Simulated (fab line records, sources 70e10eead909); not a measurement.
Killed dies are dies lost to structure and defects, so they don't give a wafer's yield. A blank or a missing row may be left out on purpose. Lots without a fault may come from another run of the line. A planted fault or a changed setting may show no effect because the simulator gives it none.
fab line records | flow nand_harc
record lots=13 wafers=39 last_day=30
route steps=1302 shown P_M0@279 P_M1@293
lots that met no fault: from a run of the same line without faults
start_h: hours from the record's first day to the start of the lot's first wafer shown | wait_h: hours since the lot's step before | " the same as in the row above | L1.1+2: a row that stands for several wafers | - no value, or no start given | * or withheld: withheld | < > ~ a bound
route shown NAME@n: a module of which the file shows steps, and the number in the route of the first | usual: mean/standard deviation of fault-free wafers | same: alike in all rows | chamber/n: place in a boat | sites: the reading at each site | _std_site: their standard deviation | _edge_site: outer sites' mean less inner sites' | radius_mm: how far each site lies from the wafer's centre | mask NAME#n: copy n | behind: the tool/chamber that last shaped the wafer | hold: why the lot was held/for how many hours/how that ended | device: the transistor (n, p or np) that didn't switch | end of line: the same wafers' tests at the end of the route | a step without rows: its recipe alone | killed: dies lost to structure and defects at the first sort, not the wafer's yield | map: a wafer's dies, x killed, . not, _ none there
set.NAME: the setting as run; set.NAME@STEP: as run at that earlier step | model.NAME: the simulator's own value behind a step, which no gauge read
steps of the route over a sample of lots; a table a step, a row a wafer
services: from which hour (start_h, from the record's first day; less than 0 if before it) a tool's chamber was out of use, for how many hours, and why
## steps
# step NHARC_P_M0_THK_MEAS_24
# recipe thk_meas_gauge=xrf
# usual thk_nm=117.3/1.6
# columns lot.wafer tool chamber start_h wait_h thk_nm
L520.3 film_metro-01 - 125.96 - 116.9
L520.5 " - " " 116.0
L520.6 " - " " 116.6
L521.2 film_metro-01 - 140.62 - 117.3
L521.5 " - " " 116.2
L521.6 " - " " 114.9
L523.2 film_metro-02 - 151.71 - 117.0
L523.5 " - " " 118.3
L523.6 " - " " 116.8
L524.1 film_metro-01 - 164.87 - 116.3
L524.4 " - " " 119.6
L524.6 " - " " 119.2
L525.1 film_metro-01 - 175.25 - 113.9
L525.3 " - " " 116.8
L525.5 " - " " 116.5
L527.1 film_metro-02 - 198.43 - 117.7
L527.3 " - " " 116.2
L527.6 " - " " 117.9
L528.2 film_metro-02 - 199.29 - 117.8
L528.4 " - " " 119.2
L528.6 " - " " 118.5
L529.2 film_metro-01 - 212.85 - 115.9
L529.4 " - " " 120.5
L529.5 " - " " 118.5
L530.1 film_metro-02 - 221.82 - 114.4
L530.2 " - " " 116.5
L530.4 " - " " 118.2
L533.1 film_metro-01 - 252.07 - 115.2
L533.2 " - " " 115.3
L533.3 " - " " 116.8
L535.1 film_metro-01 - 270.62 - 117.7
L535.2 " - " " 119.0
L535.5 " - " " 117.9
L534.1 film_metro-02 - 276.13 - 117.9
L534.2 " - " " 118.9
L534.3 " - " " 116.4
L536.2 film_metro-02 - 282.65 - 116.5
L536.5 " - " " 120.0
L536.6 " - " " 116.7
# step NHARC_P_M0_INSPECT_27
# usual raw_defect_count=277/110
# columns lot.wafer tool chamber start_h wait_h raw_defect_count
L520.3 defect_inspect-02 - 126.11 0.0 378
L520.5 " - " " 190
L520.6 " - " " 301
L521.2 defect_inspect-02 - 140.78 0.0 323
L521.5 " - " " 338
L521.6 " - " " 283
L523.2 defect_inspect-01 - 151.87 0.0 267
L523.5 " - " " 323
L523.6 " - " " 214
L524.1 defect_inspect-02 - 165.02 0.0 232
L524.4 " - " " 251
L524.6 " - " " 212
L525.1 defect_inspect-01 - 175.40 0.0 366
L525.3 " - " " 212
L525.5 " - " " 334
L527.1 defect_inspect-01 - 198.58 0.0 273
L527.3 " - " " 203
L527.6 " - " " 334
L528.2 defect_inspect-01 - 199.44 0.0 304
L528.4 " - " " 193
L528.6 " - " " 188
L529.2 defect_inspect-02 - 213.00 0.0 210
L529.4 " - " " 291
L529.5 " - " " 231
L530.1 defect_inspect-01 - 221.98 0.0 331
L530.2 " - " " 412
L530.4 " - " " 344
L533.1 defect_inspect-01 - 252.22 0.0 213
L533.2 " - " " 172
L533.3 " - " " 355
L535.1 defect_inspect-02 - 270.78 0.0 655
L535.2 " - " " 441
L535.5 " - " " 427
L534.1 defect_inspect-01 - 276.28 0.0 140
L534.2 " - " " 166
L534.3 " - " " 184
L536.2 defect_inspect-01 - 282.81 0.0 248
L536.5 " - " " 305
L536.6 " - " " 190
# step NHARC_P_M0_DEP_32
# recipe target_thk_a=300 temp_c=370 target_thk_nm=30 pressure_torr=3 flow_sccm=200 rf_w=450 material=SiCN
# usual heater_power_outer_w=332/57 heater_power_w=595/95
# columns lot.wafer tool chamber start_h wait_h heater_power_outer_w heater_power_w
L520.3 pecvd-02 1 126.34 0.1 310 577
L520.5 " 0 " " 421 731
L520.6 " 1 " " 314 585
L521.2 pecvd-03 1 141.05 0.1 259 493
L521.6 " 0 " " 232 491
L521.5 " 1 " " 261 503
L523.2 pecvd-03 2 152.10 0.1 356 687
L523.5 " 0 " " 300 589
L523.6 " 1 " " 298 554
L524.1 pecvd-02 0 165.21 0.1 417 717
L524.6 " 0 " " 424 722
L524.4 " 1 " " 381 679
L525.1 pecvd-02 1 175.55 0.1 331 622
L525.3 " 2 " " 290 499
L525.5 " 0 " " 332 588
L527.1 pecvd-02 2 198.77 0.1 248 445
L527.3 " 0 " " 381 683
L527.6 " 1 " " 296 586
L528.2 pecvd-02 1 199.59 0.1 360 666
L528.4 " 1 " " 360 664
L528.6 " 0 " " 357 651
L529.2 pecvd-01 0 213.19 0.1 334 552
L529.4 " 2 " " 315 531
L529.5 " 2 " " 312 560
L530.2 pecvd-03 1 222.12 0.1 315 598
L530.1 " 0 " " 289 548
L530.4 " 0 " " 286 564
L533.1 pecvd-01 2 252.37 0.1 367 601
L533.3 " 0 " " 329 531
L533.2 " 1 " " 367 604
L535.2 pecvd-03 0 270.93 0.1 250 509
L535.1 " 1 " " 260 513
L535.5 " 0 " " 253 524
L534.1 pecvd-02 0 276.43 0.1 417 718
L534.3 " 1 " " 366 688
L534.2 " 2 " " 331 545
L536.2 pecvd-02 2 282.96 0.1 260 454
L536.5 " 0 " " 415 689
L536.6 " 1 " " 363 686
# step NHARC_P_M1_PEB_07
# recipe peb_temp_c=100 peb_time_s=65
# usual heater_power_total_W=156.6/0.43 plate_temp_C=99.99/0.12 resist_line_temp_C=23.01/0.11
# columns lot.wafer tool chamber start_h wait_h heater_power_total_W plate_temp_C resist_line_temp_C
L520.3 litho_track-01 0 127.29 0.0 156.2 99.96 23.25
L520.5 " 0 " " 156.5 99.96 23.15
L520.6 " 0 " " 156.8 100.03 23.04
L521.2 litho_track-06 0 142.18 0.1 155.9 100.01 23.02
L521.5 " 0 " " 156.1 100.02 22.93
L521.6 " 0 " " 157.1 99.99 23.03
L523.2 litho_track-01 0 153.19 0.1 156.2 100.02 22.95
L523.5 " 0 " " 156.7 100.12 22.98
L523.6 " 0 " " 156.3 100.09 22.93
L524.1 litho_track-04 0 166.34 0.1 156.8 99.87 23.08
L524.4 " 0 " " 156.4 99.81 22.99
L524.6 " 0 " " 157.1 99.90 23.15
L525.1 litho_track-01 0 176.59 0.1 156.6 100.03 22.91
L525.3 " 0 " " 156.6 100.01 22.83
L525.5 " 0 " " 157.1 100.01 23.07
L527.1 litho_track-04 0 199.90 0.1 157.1 100.08 22.72
L527.3 " 0 " " 156.6 100.02 22.81
L527.6 " 0 " " 157.2 100.04 22.81
L528.2 litho_track-06 0 200.76 0.1 156.2 100.12 22.96
L528.4 " 0 " " 157.2 100.05 22.98
L528.6 " 0 " " 156.7 100.16 22.91
L529.2 litho_track-04 0 214.36 0.1 157.2 99.71 23.03
L529.4 " 0 " " 156.7 99.80 23.03
L529.5 " 0 " " 157.2 99.81 22.93
L530.1 litho_track-01 0 223.19 0.1 157.0 99.85 22.86
L530.2 " 0 " " 155.9 99.75 23.08
L530.4 " 0 " " 156.0 100.03 22.85
L533.1 litho_track-01 0 253.54 0.1 156.5 99.98 23.13
L533.2 " 0 " " 156.3 100.02 23.06
L533.3 " 0 " " 156.1 99.97 23.17
L535.1 litho_track-01 0 271.96 0.1 178.3 110.05 23.12
L535.2 " 0 " " 179.3 110.19 23.01
L535.5 " 0 " " 178.2 110.18 23.15
L534.1 litho_track-06 0 277.60 0.1 157.0 100.00 22.98
L534.2 " 0 " " 156.1 99.78 23.02
L534.3 " 0 " " 157.2 99.91 22.92
L536.2 litho_track-01 0 284.13 0.1 179.2 110.25 23.00
L536.5 " 0 " " 179.3 110.12 23.07
L536.6 " 0 " " 178.6 110.25 23.02
# step NHARC_P_M1_CD_MEAS_09
# recipe target_cd_nm=130 landing_energy_ev=500
# usual cd_nm=129.9/0.45
# columns lot.wafer tool chamber start_h wait_h cd_nm
L520.3 cd_sem-02 0 127.38 - 129.6
L520.5 " 0 " " 130.2
L520.6 " 0 " " 129.7
L521.2 cd_sem-01 0 142.26 - 130.2
L521.5 " 0 " " 129.5
L521.6 " 0 " " 129.8
L523.2 cd_sem-02 0 153.27 - 130.3
L523.5 " 0 " " 129.7
L523.6 " 0 " " 129.9
L524.1 cd_sem-02 0 166.42 - 130.0
L524.4 " 0 " " 129.6
L524.6 " 0 " " 130.0
L525.1 cd_sem-03 0 176.67 - 129.8
L525.3 " 0 " " 130.0
L525.5 " 0 " " 130.0
L527.1 cd_sem-03 0 199.98 - 129.4
L527.3 " 0 " " 129.7
L527.6 " 0 " " 129.4
L528.2 cd_sem-01 0 200.84 - 130.1
L528.4 " 0 " " 129.3
L528.6 " 0 " " 129.9
L529.2 cd_sem-01 0 214.44 - 128.8
L529.4 " 0 " " 130.2
L529.5 " 0 " " 129.1
L530.1 cd_sem-01 0 223.27 - 129.3
L530.2 " 0 " " 129.5
L530.4 " 0 " " 129.5
L533.1 cd_sem-02 0 253.62 - 129.6
L533.2 " 0 " " 129.6
L533.3 " 0 " " 129.5
L535.1 cd_sem-03 0 272.04 - 158.1
L535.2 " 0 " " 158.8
L535.5 " 0 " " 157.8
L534.1 cd_sem-03 0 277.68 - 130.1
L534.2 " 0 " " 129.9
L534.3 " 0 " " 130.5
L536.2 cd_sem-02 0 284.21 - 159.5
L536.5 " 0 " " 158.5
L536.6 " 0 " " 158.6
## services
# columns tool chamber start_h hours kind
pecvd-01 - 130.23 13.0 pm
pecvd-01 0 130.23 13.0 vent_cycle
pecvd-01 1 130.23 13.0 vent_cycle
pecvd-01 1 143.45 5.6 repair
litho_track-01 - 155.00 7.0 pm
litho_track-06 - 179.00 7.0 pm
pecvd-03 - 185.11 13.0 pm
pecvd-03 0 185.11 13.0 vent_cycle
pecvd-03 1 185.11 13.0 vent_cycle
pecvd-03 2 185.11 13.0 vent_cycle
pecvd-01 - 187.88 0.6 repair
pecvd-03 0 198.11 - clean
pecvd-03 1 198.11 - clean
pecvd-03 2 198.11 - clean
litho_track-04 - 203.00 7.0 pm
pecvd-01 1 212.20 16.5 repair
pecvd-02 - 227.29 13.0 pm
pecvd-02 0 227.29 13.0 vent_cycle
pecvd-02 1 227.29 13.0 vent_cycle
pecvd-02 2 227.29 13.0 vent_cycle
pecvd-02 0 240.29 - clean
pecvd-02 1 240.29 - clean
pecvd-02 2 240.29 - clean
litho_track-04 - 243.48 - consumable_replace:filter
## key
first_sign step=NHARC_P_M1_PEB_07 reading=plate_temp_C direction=up sigmas=83 usual=* struck=*
effect step=NHARC_P_M1_PEB_07 reading=heater_power_total_W direction=up sigmas=52 usual=* struck=*
effect step=NHARC_P_M1_CD_MEAS_09 reading=cd_nm direction=up sigmas=64 usual=129.9 struck=158.6
met_at NHARC_P_M1_PEB_07
struck_lots L535,L536
not_acting_at NHARC_P_M0_THK_MEAS_24,NHARC_P_M0_INSPECT_27,NHARC_P_M0_DEP_32
onset_between 253.54 271.96
fault kind=process_parameter_drift tool=litho_track-01 chamber=- onset_h=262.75 steps=NHARC_P_M1_PEB_07 channel=peb_temp_c offset=* shape=step end_h=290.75 acts_in=* stated=*
